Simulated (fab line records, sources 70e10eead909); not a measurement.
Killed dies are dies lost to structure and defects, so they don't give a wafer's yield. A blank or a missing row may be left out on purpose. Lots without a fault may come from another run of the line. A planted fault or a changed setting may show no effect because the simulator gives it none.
Chamber matching | flow nand_harc | NHARC_A_BLC_CMP_25 on cmp-02: 4 sister chambers
The step polishes, t overpolish 30 s, target thk 150 nm. 4 wafers are shown with their chamber, then 9 later ones without.

WAFERS WITH THEIR CHAMBER
wafer  | chamber | motor_current_A (A)
L086.4 | 0       | 9.7
L088.2 | 1       | 11.7
L088.5 | 3       | 12.2
L088.6 | 2       | 12.6

WAFERS WITHOUT THEIR CHAMBER
wafer  | motor_current_A (A)
L095.2 | 11.3
L095.4 | 10.8
L095.6 | 9.6
L096.1 | 11.3
L096.3 | 11.3
L096.5 | 12.0
L093.2 | 8.8
L093.4 | 12.5
L093.5 | 12.4

WHICH CHAMBER EACH WENT THROUGH
wafer  | from the rows above               | in truth
L095.2 | can't be placed: 1 or 3 or 2      | 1
L095.4 | can't be placed: 1 or 0 or 3 or 2 | 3
L095.6 | 0                                 | 0
L096.1 | can't be placed: 1 or 3 or 2      | 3
L096.3 | can't be placed: 1 or 3 or 2      | 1
L096.5 | can't be placed: 3 or 1 or 2      | 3
L093.2 | 0                                 | 0
L093.4 | can't be placed: 2 or 3 or 1      | 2
L093.5 | can't be placed: 2 or 3 or 1      | 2
Placed correctly: 2 of 9. Can't be placed from these rows: 7 (the true chamber is among the candidates in 7). Placed wrongly: 0.
How it was worked out, from the rows above alone: a wafer's distance from a chamber is the root of the sum, over the readings, of the square of ((its reading less the chamber's mean) divided by the reading's scatter). The wafer belongs to the nearest chamber; if the next one is less than 2 further off, it can't be placed. A chamber's mean is the mean of its shown wafers. The scatter: with one shown wafer a chamber, the root of the mean of the squares of how far each hidden wafer lies from its nearest shown one.
